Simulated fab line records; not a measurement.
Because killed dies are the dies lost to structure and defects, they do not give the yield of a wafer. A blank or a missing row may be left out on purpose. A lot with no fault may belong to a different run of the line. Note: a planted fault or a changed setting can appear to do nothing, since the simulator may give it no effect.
Chamber matching ; flow n5_finfet ; 3 sister chambers for N5_BEOL_M3_PRE_CLEAN_60 on cvd_co-01
The step time 15 s. 3 wafers are shown with their chamber, then 8 later ones without.

## WAFERS PAIRED WITH THEIR CHAMBERS
wafer;chamber;heater_power_w (W)
L463.4;2;121
L463.5;1;101
L461.5;0;45

## WAFERS WITHOUT THEIR CHAMBER
wafer;heater_power_w (W)
L461.6;99
L464.1;119
L464.2;102
L465.1;99
L465.2;121
L470.1;45
L470.3;120
L470.4;100

## THE CHAMBER EACH PASSED THROUGH
wafer;from the rows above;in truth
L461.6;1;1
L464.1;2;2
L464.2;1;1
L465.1;1;1
L465.2;2;2
L470.1;0;0
L470.3;2;2
L470.4;1;1
8 of 8 placed correctly. Can't be placed from these rows: 0. 0 placed wrongly.
How it was worked out, from the rows above alone: a wafer's distance from a chamber is the root of the sum, over the readings, of the square of ((its reading less the chamber's mean) divided by the reading's scatter). If the next closest chamber is less than 2 further off than the closest, the wafer can't be placed; otherwise it belongs to the closest. The mean given for a chamber averages the wafers shown for that chamber. The scatter: with one shown wafer a chamber, the root of the mean of the squares of how far each hidden wafer lies from its nearest shown one.
